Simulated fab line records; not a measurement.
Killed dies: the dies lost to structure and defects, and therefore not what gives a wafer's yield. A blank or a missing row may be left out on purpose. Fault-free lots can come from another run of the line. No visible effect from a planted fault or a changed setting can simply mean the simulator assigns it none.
Matching of chambers + flow n5-finfet + rie-diel-04 running N5_BEOL_M11_ETCH_65: 4 sister chambers
The step etches SiARC in CF4, target depth 39 nm, time 65 s. 4 wafers are shown with their chamber, then 12 later ones without.

## WAFERS PAIRED WITH THEIR CHAMBERS
| wafer  | chamber | showerhead-plenum-p-Torr (Torr) |
|--------|---------|---------------------------------|
| L090.5 | 3       | 2.20                            |
| L092.4 | 0       | 2.11                            |
| L092.5 | 1       | 2.06                            |
| L092.6 | 2       | 2.21                            |

## WAFERS WITH NO CHAMBER GIVEN
| wafer  | showerhead-plenum-p-Torr (Torr) |
|--------|---------------------------------|
| L097.1 | 2.11                            |
| L097.2 | 2.21                            |
| L097.3 | 2.06                            |
| L097.4 | 2.20                            |
| L097.5 | 2.11                            |
| L097.6 | 2.20                            |
| L094.1 | 2.05                            |
| L094.2 | 2.11                            |
| L094.4 | 2.21                            |
| L096.3 | 2.19                            |
| L096.4 | 2.20                            |
| L096.5 | 2.20                            |

## THE CHAMBER EACH PASSED THROUGH
| wafer  | from the rows above | in truth                   |
|--------|---------------------|----------------------------|
| L097.1 | 0                   | 0                          |
| L097.2 | 2                   | 2                          |
| L097.3 | 1                   | 1                          |
| L097.4 | 3                   | 3                          |
| L097.5 | 0                   | 0                          |
| L097.6 | 3                   | 3                          |
| L094.1 | 1                   | 1                          |
| L094.2 | 0                   | 0                          |
| L094.4 | 2                   | 2                          |
| L096.3 | 3                   | 3                          |
| L096.4 | 3                   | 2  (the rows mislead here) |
| L096.5 | 3                   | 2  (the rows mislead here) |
Placed correctly: 10 of 12. Left unplaced by these rows: 0. Wrongly placed: 2.
How it was worked out, from the rows above alone: a wafer's distance from a chamber is the root of the sum, over the readings, of the square of ((its reading less the chamber's mean) divided by the reading's scatter). The wafer belongs to the nearest chamber; if the next one is less than 2 further off, it can't be placed. A chamber's mean is the mean of its shown wafers. The scatter: with one shown wafer a chamber, the root of the mean of the squares of how far each hidden wafer lies from its nearest shown one.
